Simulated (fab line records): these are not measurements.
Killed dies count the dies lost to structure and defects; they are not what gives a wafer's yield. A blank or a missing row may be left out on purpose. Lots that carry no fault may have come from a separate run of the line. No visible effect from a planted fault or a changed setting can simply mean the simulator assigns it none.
fab line records + flow n5_finfet
record:
- lots: 5
- wafers: 15
- last_day: 18
route steps=1938 shown BEOL_M0@719 BEOL_M4@1111
lots that met no fault: from a run of the same line without faults
start_h: start of the lot's first displayed wafer, in hours after the record's first day + wait_h: how many hours have passed since the lot's step before this one + " the same as in the row above + L1.1+2: several wafers, shown together as one row + - no value, or no start was given + * or withheld: withheld + < > ~ a bound
route shown NAME@n: names a module that has steps shown in the file, with the first one's number in the route + usual: mean and standard deviation over wafers with no fault + same: alike in all rows + chamber/n: place in a boat + sites: readings site by site + _std_site: standard deviation across them + _edge_site: the outer-site mean with the inner-site mean subtracted + radius_mm: for every site, how far away it sits from the centre of the wafer + mask NAME#n: copy n + behind: the most recent tool/chamber to have shaped the wafer + hold: why the lot went on hold/how many hours it stayed there/how the hold came to an end + device: the transistor (n, p or np) that didn't switch + end of line: tests run on the same wafers once the route is complete + for a step that has no rows: nothing shown but its recipe + killed: dies that structure and defects cost at the first sort, which is not the same as the wafer's yield + map: a wafer's dies, marking killed ones x, the rest . and places with no die _
set.NAME: the setting as run; set.NAME@STEP: as run at that earlier step + model.NAME: the simulator's own value behind a step, which no gauge read
a table for each step, a row for each wafer; lots at some steps of the route
services: the hour from which a tool's chamber was out of use, counted from the record's first day as start_h (under 0 if before that day), plus the number of hours and why
== steps ==
step: N5_BEOL_M0_WET_ETCH_106
recipe:
- chemistry: DHF
- dilution: 10:1
- temp_c: 25
- target: SiO2
- target_depth_a: 1300
- dry: ipa_marangoni
- rinse_time_s: 30
- rinse_temp_c: 23
step: N5_BEOL_M0_ETCH_128
recipe:
- chemistry: CF4/N2
- target_depth_a: 120
- overetch_a: 51
- target: SiCN
- time_s: 21.4
- ion_energy_ev: 150
- pressure_mtorr: 40
- source_w: 430
- bias_w: 70
- Ar_flow_sccm: 100
- cf4_flow_sccm: 60
- n2_flow_sccm: 60
usual:
- drypump_motor_current_A: 5.8/0.49
- oes_product_au: 0.55/0.064
- rf_vpp_V: 382.8/1.6
- showerhead_plenum_p_Torr: 2.23/0.064
- throttle_valve_pct: 15.34/0.2
| lot.wafer | tool        | chamber | start_h | wait_h | drypump_motor_current_A | oes_product_au | rf_hours_counter_h | rf_vpp_V | showerhead_plenum_p_Torr | throttle_valve_pct |
|-----------|-------------|---------|---------|--------|-------------------------|----------------|--------------------|----------|--------------------------|--------------------|
| L254.3    | rie_diel-04 | 3       | 165.99  | 0.2    | 6.5                     | 0.50           | -                  | 383.5    | 2.27                     | 15.45              |
| L254.5    | "           | 1       | "       | "      | 5.4                     | 0.60           | -                  | 384.0    | 2.24                     | 15.17              |
| L254.6    | "           | 3       | "       | "      | 6.5                     | 0.50           | -                  | 384.0    | 2.27                     | 15.47              |
| L258.2    | rie_diel-05 | 0       | 191.29  | 0.0    | 5.8                     | 0.60           | 29                 | 381.2    | 2.15                     | 15.18              |
| L258.5    | "           | 2       | "       | "      | 6.6                     | 0.47           | -                  | 384.0    | 2.28                     | 15.87              |
| L258.6    | "           | 3       | "       | "      | 5.2                     | 0.60           | -                  | 385.1    | 2.35                     | 15.34              |
| L266.1    | rie_diel-02 | 1       | 242.77  | 0.3    | 5.2                     | 0.56           | 77                 | 384.8    | 2.23                     | 15.33              |
| L266.2    | "           | 2       | "       | "      | 6.2                     | 0.53           | 100                | 385.7    | 2.30                     | 15.20              |
| L266.4    | "           | 0       | "       | "      | 5.8                     | 0.49           | 213                | 379.1    | 2.09                     | 15.45              |
| L267.2    | rie_diel-05 | 1       | 242.89  | 0.3    | 5.6                     | 0.56           | 68                 | 381.8    | 2.15                     | 15.41              |
| L267.4    | "           | 2       | "       | "      | 6.6                     | 0.67           | 4                  | 384.1    | 2.27                     | 15.38              |
| L267.5    | "           | 2       | "       | "      | 6.5                     | 0.67           | -                  | 383.5    | 2.27                     | 15.39              |
| L269.2    | rie_diel-04 | 0       | 250.77  | 0.0    | 5.2                     | 0.60           | 21                 | 380.2    | 2.17                     | 14.89              |
| L269.4    | "           | 2       | "       | "      | 5.8                     | 0.68           | -                  | 381.1    | 2.17                     | 15.18              |
| L269.5    | "           | 0       | "       | "      | 5.2                     | 0.60           | -                  | 380.5    | 2.17                     | 14.89              |
step: N5_BEOL_M0_TRENCH_ETCH_107
recipe:
- chemistry: C4F6/O2
- target_depth_a: 328
- target: SiOC
- time_s: 16.4
- ion_energy_ev: 250
- pressure_mtorr: 30
- source_w: 355
- bias_w: 185
- Ar_flow_sccm: 300
- C4F6_flow_sccm: 10
- O2_flow_sccm: 10
step: N5_BEOL_M0_STRIP_142
recipe:
- chemistry: N2/H2
- time_s: 10
- power_w: 450
- temp_c: 40
- pressure_mtorr: 20
- rf_frequency_hz: 6e+07
- bias_power_w: 7
- n2_flow_sccm: 200
- h2_flow_sccm: 200
usual:
- drypump_motor_current_A: 5.8/0.49
- oes_product_au: 0.81/0.096
- rf_vpp_V: 59.2/0.88
- showerhead_plenum_p_Torr: 2.57/0.08
- throttle_valve_pct: 23.53/0.25
| lot.wafer | tool        | chamber | start_h | wait_h | drypump_motor_current_A | oes_product_au | rf_hours_counter_h | rf_vpp_V | showerhead_plenum_p_Torr | throttle_valve_pct |
|-----------|-------------|---------|---------|--------|-------------------------|----------------|--------------------|----------|--------------------------|--------------------|
| L254.3    | rie_diel-04 | 3       | 166.09  | 0.0    | 6.5                     | 0.73           | -                  | 58.9     | 2.62                     | 23.72              |
| L254.5    | "           | 1       | "       | "      | 5.4                     | 0.90           | -                  | 58.9     | 2.60                     | 23.41              |
| L254.6    | "           | 3       | "       | "      | 6.5                     | 0.72           | -                  | 59.1     | 2.62                     | 23.72              |
| L258.2    | rie_diel-05 | 0       | 191.35  | 0.0    | 5.8                     | 0.90           | 29                 | 59.3     | 2.49                     | 23.68              |
| L258.5    | "           | 2       | "       | "      | 6.6                     | 0.70           | -                  | 58.9     | 2.63                     | 24.08              |
| L258.6    | "           | 3       | "       | "      | 5.2                     | 0.90           | -                  | 60.2     | 2.71                     | 23.56              |
| L266.1    | rie_diel-02 | 1       | 242.83  | 0.0    | 5.2                     | 0.82           | 77                 | 60.2     | 2.58                     | 23.55              |
| L266.2    | "           | 2       | "       | "      | 6.2                     | 0.79           | 100                | 59.4     | 2.65                     | 23.29              |
| L266.4    | "           | 0       | "       | "      | 5.8                     | 0.70           | 213                | 57.6     | 2.40                     | 23.54              |
| L267.2    | rie_diel-05 | 1       | 242.95  | 0.0    | 5.6                     | 0.83           | 68                 | 59.5     | 2.47                     | 23.80              |
| L267.4    | "           | 2       | "       | "      | 6.6                     | 1.00           | 4                  | 60.8     | 2.62                     | 23.77              |
| L267.5    | "           | 2       | "       | "      | 6.6                     | 0.99           | -                  | 58.8     | 2.62                     | 23.79              |
| L269.2    | rie_diel-04 | 0       | 250.84  | 0.0    | 5.2                     | 0.90           | 21                 | 58.8     | 2.47                     | 22.85              |
| L269.4    | "           | 2       | "       | "      | 5.8                     | 1.00           | -                  | 60.3     | 2.48                     | 23.35              |
| L269.5    | "           | 0       | "       | "      | 5.2                     | 0.89           | -                  | 59.7     | 2.47                     | 22.84              |
step: N5_BEOL_M0_OCD_MEAS_108
usual:
- trench_depth_nm: 33.0/0.56
| lot.wafer | tool   | chamber | start_h | wait_h | trench_depth_nm |
|-----------|--------|---------|---------|--------|-----------------|
| L254.3    | ocd-02 | -       | 166.17  | 0.1    | 33.5            |
| L254.5    | "      | -       | "       | "      | 33.6            |
| L254.6    | "      | -       | "       | "      | 33.3            |
| L258.2    | ocd-02 | -       | 191.43  | 0.1    | 33.3            |
| L258.5    | "      | -       | "       | "      | 32.2            |
| L258.6    | "      | -       | "       | "      | 33.6            |
| L266.1    | ocd-01 | -       | 242.91  | 0.1    | 32.2            |
| L266.2    | "      | -       | "       | "      | 32.6            |
| L266.4    | "      | -       | "       | "      | 31.9            |
| L267.2    | ocd-01 | -       | 243.04  | 0.1    | 33.7            |
| L267.4    | "      | -       | "       | "      | 32.7            |
| L267.5    | "      | -       | "       | "      | 33.4            |
| L269.2    | ocd-02 | -       | 250.92  | 0.1    | 32.9            |
| L269.4    | "      | -       | "       | "      | 33.7            |
| L269.5    | "      | -       | "       | "      | 32.7            |
step: N5_BEOL_M0_HM_STRIP_129
recipe:
- chemistry: peroxide_tin_strip
- material: TiN
- target_depth_a: 170
- temp_c: 50
- time_s: 108
step: N5_BEOL_M0_SRD_130
recipe:
- time_s: 30
- temp_c: 23
- rinse_liquid: diw
- dry: ipa_marangoni
step: N5_BEOL_M0_ETCH_109
recipe:
- chemistry: CH3F/O2
- target_depth_a: 80
- overetch_a: 24
- target: SiCN
- time_s: 27.4
- ion_energy_ev: 120
- pressure_mtorr: 30
- source_w: 395
- bias_w: 75
- Ar_flow_sccm: 150
- CH3F_flow_sccm: 30
- O2_flow_sccm: 20
usual:
- drypump_motor_current_A: 5.7/0.49
- oes_product_au: 0.70/0.078
- rf_vpp_V: 297.7/1.5
- showerhead_plenum_p_Torr: 2.01/0.064
- throttle_valve_pct: 16.20/0.23
| lot.wafer | tool        | chamber | start_h | wait_h | drypump_motor_current_A | oes_product_au | rf_hours_counter_h | rf_vpp_V | showerhead_plenum_p_Torr | throttle_valve_pct |
|-----------|-------------|---------|---------|--------|-------------------------|----------------|--------------------|----------|--------------------------|--------------------|
| L254.3    | rie_diel-04 | 1       | 166.32  | 0.1    | 5.4                     | 0.76           | -                  | 299.7    | 2.04                     | 16.07              |
| L254.5    | "           | 1       | "       | "      | 5.4                     | 0.77           | -                  | 298.2    | 2.04                     | 16.08              |
| L254.6    | "           | 3       | "       | "      | 6.5                     | 0.61           | -                  | 298.1    | 2.06                     | 16.32              |
| L258.2    | rie_diel-05 | 0       | 191.54  | 0.0    | 5.7                     | 0.76           | 29                 | 297.4    | 1.95                     | 16.10              |
| L258.5    | "           | 3       | "       | "      | 5.2                     | 0.74           | -                  | 300.5    | 2.13                     | 16.16              |
| L258.6    | "           | 0       | "       | "      | 5.7                     | 0.76           | -                  | 296.7    | 1.95                     | 16.11              |
| L266.1    | rie_diel-05 | 0       | 243.34  | 0.3    | 5.7                     | 0.74           | 50                 | 297.9    | 1.94                     | 16.13              |
| L266.2    | "           | 2       | "       | "      | 6.5                     | 0.82           | 5                  | 298.7    | 2.06                     | 16.25              |
| L266.4    | "           | 1       | "       | "      | 5.6                     | 0.70           | 69                 | 297.5    | 1.94                     | 16.30              |
| L267.2    | rie_diel-05 | 3       | 243.42  | 0.3    | 5.2                     | 0.71           | 58                 | 300.2    | 2.12                     | 16.23              |
| L267.4    | "           | 0       | "       | "      | 5.7                     | 0.73           | 50                 | 297.4    | 1.94                     | 16.15              |
| L267.5    | "           | 3       | "       | "      | 5.2                     | 0.72           | -                  | 299.6    | 2.12                     | 16.21              |
| L269.2    | rie_diel-04 | 2       | 251.23  | 0.2    | 5.8                     | 0.84           | 6                  | 297.1    | 1.96                     | 16.06              |
| L269.4    | "           | 2       | "       | "      | 5.8                     | 0.86           | -                  | 295.9    | 1.96                     | 16.07              |
| L269.5    | "           | 0       | "       | "      | 5.2                     | 0.76           | -                  | 297.6    | 1.95                     | 15.72              |
step: N5_BEOL_M0_STRIP_139
recipe:
- chemistry: post_etch_residue_remover
- time_s: 60
- temp_c: 25
- remover_ph: withheld
- remover_water_wt_pct: withheld
- remover_fluoride_wt_pct: withheld
step: N5_BEOL_M0_SRD_111
recipe:
- time_s: 30
- temp_c: 23
- rinse_liquid: diw
- dry: ipa_marangoni
step: N5_BEOL_M0_DEGAS_112
recipe:
- ambient: vacuum
- temp_c: 250
- time_s: 60
usual:
- heater_power_w: 328/36
| lot.wafer | tool           | chamber | start_h | wait_h | heater_power_w |
|-----------|----------------|---------|---------|--------|----------------|
| L254.3    | pvd_sputter-02 | -       | 166.63  | 0.2    | 329            |
| L254.5    | "              | -       | "       | "      | 325            |
| L254.6    | "              | -       | "       | "      | 329            |
| L258.2    | pvd_sputter-01 | -       | 191.92  | 0.2    | 353            |
| L258.5    | "              | -       | "       | "      | 274            |
| L258.6    | "              | -       | "       | "      | 281            |
| L266.1    | pvd_sputter-02 | -       | 244.06  | 0.6    | 318            |
| L266.2    | "              | -       | "       | "      | 400            |
| L266.4    | "              | -       | "       | "      | 316            |
| L267.2    | pvd_sputter-01 | -       | 244.15  | 0.6    | 351            |
| L267.4    | "              | -       | "       | "      | 287            |
| L267.5    | "              | -       | "       | "      | 282            |
| L269.2    | pvd_sputter-03 | -       | 251.94  | 0.6    | 321            |
| L269.4    | "              | -       | "       | "      | 295            |
| L269.5    | "              | -       | "       | "      | 369            |
step: N5_BEOL_M0_PRE_CLEAN_113
recipe:
- gas: H2/He
- time_s: 30
- temp_c: 250
usual:
- heater_power_w: 327/37
| lot.wafer | tool           | chamber | start_h | wait_h | heater_power_w |
|-----------|----------------|---------|---------|--------|----------------|
| L254.3    | pvd_sputter-02 | -       | 166.67  | 0.0    | 326            |
| L254.5    | "              | -       | "       | "      | 318            |
| L254.6    | "              | -       | "       | "      | 325            |
| L258.2    | pvd_sputter-01 | -       | 191.96  | 0.0    | 340            |
| L258.5    | "              | -       | "       | "      | 277            |
| L258.6    | "              | -       | "       | "      | 276            |
| L266.1    | pvd_sputter-02 | -       | 244.10  | 0.0    | 322            |
| L266.2    | "              | -       | "       | "      | 402            |
| L266.4    | "              | -       | "       | "      | 319            |
| L267.2    | pvd_sputter-01 | -       | 244.20  | 0.0    | 343            |
| L267.4    | "              | -       | "       | "      | 282            |
| L267.5    | "              | -       | "       | "      | 278            |
| L269.2    | pvd_sputter-03 | -       | 251.98  | 0.0    | 310            |
| L269.4    | "              | -       | "       | "      | 297            |
| L269.5    | "              | -       | "       | "      | 378            |
step: N5_BEOL_M0_ALD_136
recipe:
- material: TaN
- target_thk_a: *
- temp_c: 275
- ald_precursor_family: PDMAT
- ald_co_reactant: NH3
- pressure_torr: 3
- carrier_flow_sccm: 1500
- pulse_time_s: 2
- purge_time_s: 3
- co_reactant_purge_time_s: 2
- co_reactant_pulse_time_s: 3
- ald_cycles: 30
- precursor_vessel_temp_c: 75
- precursor_vessel_pressure_torr: 26.25
- precursor_vessel_carrier_sccm: 1000
usual:
- co_reactant_pulse_time_s: 3/0
- heater_power_outer_w: 238/23
- heater_power_w: 418/29
| lot.wafer | tool         | chamber | start_h | wait_h | co_reactant_pulse_time_s | heater_power_outer_w | heater_power_w |
|-----------|--------------|---------|---------|--------|--------------------------|----------------------|----------------|
| L254.3    | ald_metal-02 | 2       | 166.84  | 0.2    | 3                        | 243                  | 423            |
| L254.5    | "            | 3       | "       | "      | 3                        | 221                  | 401            |
| L254.6    | "            | 0       | "       | "      | 3                        | 249                  | 415            |
| L258.2    | ald_metal-02 | 2       | 192.25  | 0.3    | 3                        | 232                  | 407            |
| L258.5    | "            | 2       | "       | "      | 3                        | 232                  | 429            |
| L258.6    | "            | 1       | "       | "      | 4.2592                   | 253                  | 443            |
| L266.1    | ald_metal-02 | 0       | 244.20  | 0.1    | 3                        | 249                  | 429            |
| L266.2    | "            | 1       | "       | "      | 3                        | 247                  | 447            |
| L266.4    | "            | 3       | "       | "      | 3                        | 218                  | 413            |
| L267.2    | ald_metal-03 | 0       | 244.36  | 0.1    | 3                        | 196                  | 347            |
| L267.4    | "            | 1       | "       | "      | 3                        | 278                  | 443            |
| L267.5    | "            | 3       | "       | "      | 3                        | 199                  | 358            |
| L269.2    | ald_metal-03 | 3       | 252.04  | 0.0    | 3                        | 193                  | 364            |
| L269.4    | "            | 1       | "       | "      | 3                        | 280                  | 449            |
| L269.5    | "            | 0       | "       | "      | 3                        | 200                  | 355            |
step: N5_BEOL_M0_SURFACE_TREAT_137
recipe:
- gas: Ar
- time_s: *
- ion_energy_ev: *
- ion_current_ma_cm2: 0.5
- pressure_mtorr: *
- ar_flow_sccm: 30
step: N5_BEOL_M4_RC_MEAS_101
usual:
- DIBL_N: 36.2/1.6
- DIBL_P: 36.5/1.9
- IOFF_N: 0.158/0.027
- IOFF_P: 0.21/0.038
- ION_N: 675/12
- ION_P: 464/8.9
- SS_N: 71.5/0.61
- SS_P: 73.4/0.59
- VT_N: 250.4/3
- VT_P: -250/3.6
| lot.wafer | tool      | chamber | start_h | wait_h | DIBL_N[mV/V] | DIBL_P[mV/V] | IOFF_N[nA/um] | IOFF_P[nA/um] | ION_N[uA/um] | ION_P[uA/um] | SS_N[mV/dec] | SS_P[mV/dec] | VT_N[mV] | VT_P[mV] |
|-----------|-----------|---------|---------|--------|--------------|--------------|---------------|---------------|--------------|--------------|--------------|--------------|----------|----------|
| L254.3    | prober-01 | 0       | 212.85  | 0.3    | 36.4         | 34.1         | 0.138         | 0.15          | 662          | 449          | 71.5         | 73.1         | 253.4    | -258     |
| L254.5    | "         | 0       | "       | "      | 34.5         | 33.1         | 0.119         | 0.14          | 654          | 447          | 70.9         | 73.1         | 253.1    | -257     |
| L254.6    | "         | 0       | "       | "      | 36.6         | 35.9         | 0.148         | 0.18          | 676          | 458          | 71.7         | 73.3         | 249.8    | -255     |
| L258.2    | prober-02 | 0       | 251.92  | 0.2    | 37.5         | 36.8         | 0.179         | 0.19          | 681          | 457          | 71.9         | 73.6         | 247.8    | -254     |
| L258.5    | "         | 0       | "       | "      | 36.1         | 36.3         | 0.158         | 0.19          | 672          | 458          | 71.3         | 73.7         | 247.3    | -254     |
| L258.6    | "         | 0       | "       | "      | 38.3         | 38.2         | 0.206         | 0.22          | 679          | 458          | 71.7         | 73.7         | 246.7    | -253     |
| L267.2    | prober-02 | 0       | 302.73  | 0.2    | 36.4         | 36.0         | 0.164         | 0.18          | 670          | 446          | 71.3         | 72.3         | 248.3    | -250     |
| L267.4    | "         | 0       | "       | "      | 36.4         | 36.8         | 0.172         | 0.21          | 681          | 463          | 71.4         | 72.8         | 247.4    | -251     |
| L267.5    | "         | 0       | "       | "      | 35.2         | 35.0         | 0.146         | 0.17          | 661          | 454          | 71.2         | 72.1         | 250.7    | -253     |
| L266.1    | prober-02 | 0       | 307.55  | 0.0    | 37.6         | 35.6         | 0.169         | 0.23          | 663          | 456          | 72.5         | 73.1         | 251.5    | -248     |
| L266.2    | "         | 0       | "       | "      | 36.5         | 35.5         | 0.159         | 0.23          | 674          | 470          | 72.1         | 73.5         | 249.0    | -246     |
| L266.4    | "         | 0       | "       | "      | 37.8         | 36.5         | 0.174         | 0.24          | 675          | 461          | 72.2         | 73.8         | 248.9    | -249     |
| L269.2    | prober-01 | 0       | 313.16  | 0.2    | 37.9         | 38.1         | 0.188         | 0.26          | 677          | 468          | 72.0         | 73.1         | 250.6    | -247     |
| L269.4    | "         | 0       | "       | "      | 38.5         | 39.4         | 0.212         | 0.30          | 686          | 477          | 72.1         | 74.5         | 246.6    | -245     |
| L269.5    | "         | 0       | "       | "      | 36.0         | 36.8         | 0.159         | 0.24          | 672          | 469          | 71.3         | 73.4         | 250.9    | -247     |
== services ==
| tool           | chamber | start_h | hours | kind                          |
|----------------|---------|---------|-------|-------------------------------|
| ald_metal-02   | 1       | 150.83  | 3.9   | repair                        |
| pvd_sputter-02 | -       | 151.48  | 2.4   | repair                        |
| rie_diel-04    | 0       | 163.15  | -     | clean                         |
| rie_diel-04    | 0       | 163.15  | -     | consumable_replace:focus_ring |
| rie_diel-04    | 0       | 163.15  | 21.2  | scheduled_down                |
| rie_diel-04    | 0       | 163.15  | 21.2  | vent_cycle                    |
| rie_diel-04    | 2       | 165.46  | 6.9   | repair                        |
| ald_metal-03   | 1       | 168.63  | -     | calibration                   |
| rie_diel-05    | 2       | 206.62  | -     | clean                         |
| rie_diel-05    | 2       | 206.62  | -     | consumable_replace:focus_ring |
| rie_diel-05    | 2       | 206.62  | 23.4  | scheduled_down                |
| rie_diel-05    | 2       | 206.62  | 23.4  | vent_cycle                    |
| rie_diel-04    | 0       | 212.51  | 4.9   | repair                        |
| rie_diel-04    | 2       | 214.43  | 1.4   | repair                        |
| rie_diel-04    | 2       | 217.64  | -     | clean                         |
| rie_diel-04    | 2       | 217.64  | -     | consumable_replace:focus_ring |
| rie_diel-04    | 2       | 217.64  | 18.5  | scheduled_down                |
| rie_diel-04    | 2       | 217.64  | 18.5  | vent_cycle                    |
| ald_metal-03   | 2       | 230.21  | -     | calibration                   |
== key ==
first_sign:
- step: N5_BEOL_M0_ALD_136
- reading: co_reactant_pulse_time_s
- direction: up
- sigmas: 99+
- usual: *
- struck: *
effect none on later readings
met_at N5_BEOL_M0_ALD_136
struck_wafers L258.6
onset_between 166.84 192.25
fault:
- kind: process_parameter_drift
- tool: ald_metal-02
- chamber: -
- onset_h: 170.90
- steps: N5_BEOL_M0_ALD_136
- channel: co_reactant_pulse_time_s
- offset: *
- shape: step
- end_h: 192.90
- scope: struck_wafers_only
- acts_in: *
- stated: *
